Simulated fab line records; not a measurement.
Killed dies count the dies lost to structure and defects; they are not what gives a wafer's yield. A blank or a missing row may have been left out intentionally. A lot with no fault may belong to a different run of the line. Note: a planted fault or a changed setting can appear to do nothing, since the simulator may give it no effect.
Which tool did it? | flow nand harc | Sampling: 12 lots, 36 wafers, 6 of 1302 route steps

## WHAT THE GAUGES SHOWED, per wafer
NHARC_A_CHANNEL_HOLE_D2_INSPECT_40. Usual: 280 for raw defect count, sd 82.
lot  | measured     | on                | raw defect count | flag
L778 | day 13 19:59 | defect inspect-02 | 187 314 268      |
L777 | day 14 04:40 | defect inspect-01 | 341 454 432      |
L783 | day 15 14:31 | defect inspect-02 | 231 261 203      |
L784 | day 17 11:29 | defect inspect-02 | 259 834 392      |
L788 | day 18 04:00 | defect inspect-02 | 221 247 752      |
L789 | day 18 08:56 | defect inspect-02 | 301 411 367      |
L791 | day 19 05:34 | defect inspect-02 | 253 340 239      |
L795 | day 20 10:32 | defect inspect-01 | 409 558 427      |
L796 | day 21 07:43 | defect inspect-02 | 216 220 262      |
L799 | day 22 18:45 | defect inspect-01 | 246 211 333      |
L798 | day 22 20:47 | defect inspect-02 | 319 299 252      |
L800 | day 22 23:19 | defect inspect-02 | 251 305 165      |

NHARC_END_SORT_01. Usual: killed at array 41, standard deviation 10; killed at other 0.8, standard deviation 0.91; killed at periphery 4.2, standard deviation 2.9; killed dies 46, standard deviation 10; killed open 3.5, standard deviation 2.1; killed short 2.5, standard deviation 1.6.
lot  | measured     | on        | killed at array | killed at other | killed at periphery | killed dies | killed open | killed short | flag
L784 | day 28 08:43 | prober-01 | 44 127 40       | 1 0 0           | 2 2 3               | 47 129 43   | 6 4 8       | 0 4 0        |
L788 | day 29 02:23 | prober-01 | 33 38 114       | 2 2 0           | 6 3 2               | 41 43 116   | 1 3 3       | 2 0 0        |

## WHICH TOOL RAN EACH LOT (tool, then ch and the chambers of the sampled wafers, then the start)
lot  | NHARC_A_CHANNEL_HOLE_D2_ETCH_26  | NHARC_A_CHANNEL_HOLE_D2_STRIP_43   | NHARC_A_CHANNEL_FILL_D2_ALD_14   | NHARC_A_CHANNEL_FILL_D2_ALD_16
L778 | har etch-02 ch 0, day 13 18:05   | rie diel-12 ch 0,1,2, day 13 18:56 | ald hk-04 ch 2,3, day 14 03:10   | ald hk-03 ch 0,3, day 14 08:19
L777 | har etch-02 ch 0,1, day 14 02:47 | rie diel-13 ch 0,1,3, day 14 03:37 | ald hk-02 ch 2,3, day 14 11:56   | ald hk-04 ch 1,3, day 14 17:09
L783 | har etch-01 ch 0,1, day 15 12:35 | rie diel-12 ch 0,1,3, day 15 13:29 | ald hk-03 ch 0,1,2, day 15 21:44 | ald hk-03 ch 1,2,3, day 16 03:02
L784 | har etch-01 ch 0,1, day 17 09:33 | rie diel-12 ch 0,2,3, day 17 10:26 | ald hk-02 ch 0,1,3, day 17 18:41 | ald hk-02 ch 0,1,3, day 17 23:50
L788 | har etch-01 ch 0,1, day 18 01:57 | rie diel-12 ch 0,1,3, day 18 02:47 | ald hk-03 ch 0,1,3, day 18 11:11 | ald hk-03 ch 0,2,3, day 18 17:19
L789 | har etch-01 ch 0,1, day 18 06:59 | rie diel-13 ch 2,3, day 18 07:53   | ald hk-03 ch 0,1, day 18 16:09   | ald hk-03 ch 0,1, day 18 21:20
L791 | har etch-01 ch 0, day 19 03:38   | rie diel-13 ch 0,2,3, day 19 04:31 | ald hk-04 ch 2,3, day 19 12:42   | ald hk-04 ch 1,2,3, day 19 17:55
L795 | har etch-01 ch 0,1, day 20 08:41 | rie diel-13 ch 1,2,3, day 20 09:29 | ald hk-04 ch 1,2, day 20 17:44   | ald hk-02 ch 1,2,3, day 20 22:55
L796 | har etch-01 ch 0,1, day 21 05:49 | rie diel-13 ch 0,3, day 21 06:41   | ald hk-02 ch 0,2,3, day 21 14:56 | ald hk-02 ch 0,3, day 21 20:21
L799 | har etch-01 ch 0,1, day 22 16:50 | rie diel-12 ch 0,2,3, day 22 17:43 | ald hk-03 ch 0,2, day 23 02:40   | ald hk-04 ch 1,2, day 23 09:07
L798 | har etch-02 ch 0,1, day 22 18:55 | rie diel-05 ch 0,2, day 22 19:44   | ald hk-03 ch 0,2, day 23 02:53   | ald hk-03 ch 1,3, day 23 09:15
L800 | har etch-01 ch 0,1, day 22 21:23 | rie diel-12 ch 2,3, day 22 22:16   | ald hk-03 ch 1,2,3, day 23 06:40 | ald hk-02 ch 0,1, day 23 11:54
- NHARC_A_CHANNEL_HOLE_D2_ETCH_26: etches the open film in C4F8/O2/Ar, time 224.1 s, target depth 300 nm.
- NHARC_A_CHANNEL_HOLE_D2_STRIP_43: strips in O2/COS.
- NHARC_A_CHANNEL_FILL_D2_ALD_14: deposits SiO2, target thk 2.5 nm, pulse time 10 s, ald cycles 25.
- NHARC_A_CHANNEL_FILL_D2_ALD_16: deposits SiO2, target thk 1.5 nm, pulse time 10 s, ald cycles 15.

## WHAT THE TOOLS THEMSELVES READ (means of the sampled wafers that have a number; where no wafer has one, the mark that the record gives instead)
NHARC_A_CHANNEL_HOLE_D2_ETCH_26. Usual: drypump motor current A 5.6 A, standard deviation 0.59; showerhead plenum p Torr 3.57 Torr, standard deviation 0.15; temp c -20.01 C, standard deviation 0.096; throttle valve pct 24.583 %, standard deviation 0.0098.
lot  | tool        | drypump motor current A (A) | showerhead plenum p Torr (Torr) | temp c (C) | throttle valve pct (%) | flag
L778 | har etch-02 | 5.8                         | 3.52                            | -20.00     | 24.589                 |
L777 | har etch-02 | 5.7                         | 3.52                            | -19.95     | 24.592                 |
L783 | har etch-01 | 5.4                         | 3.52                            | -19.94     | 24.584                 |
L784 | har etch-01 | 5.4                         | 3.50                            | -20.09     | 24.595                 |
L788 | har etch-01 | 5.8                         | 3.52                            | -20.06     | 24.580                 |
L789 | har etch-01 | 5.4                         | 3.49                            | -20.10     | 24.581                 |
L791 | har etch-01 | 6.3                         | 3.54                            | -19.92     | 24.586                 |
L795 | har etch-01 | 5.4                         | 3.48                            | -20.00     | 24.575                 |
L796 | har etch-01 | 5.9                         | 3.50                            | -19.99     | 24.581                 |
L799 | har etch-01 | 5.9                         | 3.49                            | -19.99     | 24.583                 |
L798 | har etch-02 | 5.6                         | 3.95                            | -19.93     | 24.572                 |
L800 | har etch-01 | 5.4                         | 3.46                            | -20.11     | 24.588                 |

NHARC_A_CHANNEL_FILL_D2_ALD_14. Usual: heater power w 471 W, standard deviation 46; precursor pulse height rel 0.999, standard deviation 0.022.
lot  | tool      | heater power w (W) | precursor pulse height rel | flag
L778 | ald hk-04 | 523                | 0.996                      |
L777 | ald hk-02 | 463                | 0.995                      |
L783 | ald hk-03 | 445                | 1.017                      |
L784 | ald hk-02 | 476                | 1.034                      |
L788 | ald hk-03 | 455                | 0.983                      |
L789 | ald hk-03 | 409                | 1.024                      |
L791 | ald hk-04 | 534                | 0.996                      |
L795 | ald hk-04 | 475                | 0.984                      |
L796 | ald hk-02 | 469                | 0.987                      |
L799 | ald hk-03 | 425                | 0.987                      |
L798 | ald hk-03 | 431                | 0.966                      |
L800 | ald hk-03 | 494                | 0.991                      |

NHARC_A_CHANNEL_FILL_D2_ALD_16. Usual: heater power w 466 W, standard deviation 46; precursor pulse height rel 0.997, standard deviation 0.019.
lot  | tool      | heater power w (W) | precursor pulse height rel | flag
L778 | ald hk-03 | 439                | 1.012                      |
L777 | ald hk-04 | 494                | 0.981                      |
L783 | ald hk-03 | 475                | 0.992                      |
L784 | ald hk-02 | 473                | 0.989                      |
L788 | ald hk-03 | 460                | 0.979                      |
L789 | ald hk-03 | 420                | 0.989                      |
L791 | ald hk-04 | 488                | 0.995                      |
L795 | ald hk-02 | 468                | 1.000                      |
L796 | ald hk-02 | 467                | 1.015                      |
L799 | ald hk-04 | 470                | 1.014                      |
L798 | ald hk-03 | 476                | 0.993                      |
L800 | ald hk-02 | 481                | 0.993                      |

## THE ANSWER, worked out from the rows above alone
Rule: lot off if the mean of its wafers having a number is beyond 3 standard deviations from the usual mean. A lot without any number at a reading at which 4 lots or more have one is off too. Any other lot the step has rows for is counted as sound. The gauges are gone through in route order, then the tools' own readings, and for those a lot's mean is taken as printed above. At the first step where some lot is off, the reading lying furthest off is the one used; lots without a number count as furthest.
No lot is off on any of the readings shown, so nothing can be concluded from this.

## WHAT WAS PUT IN BY THE SIMULATOR
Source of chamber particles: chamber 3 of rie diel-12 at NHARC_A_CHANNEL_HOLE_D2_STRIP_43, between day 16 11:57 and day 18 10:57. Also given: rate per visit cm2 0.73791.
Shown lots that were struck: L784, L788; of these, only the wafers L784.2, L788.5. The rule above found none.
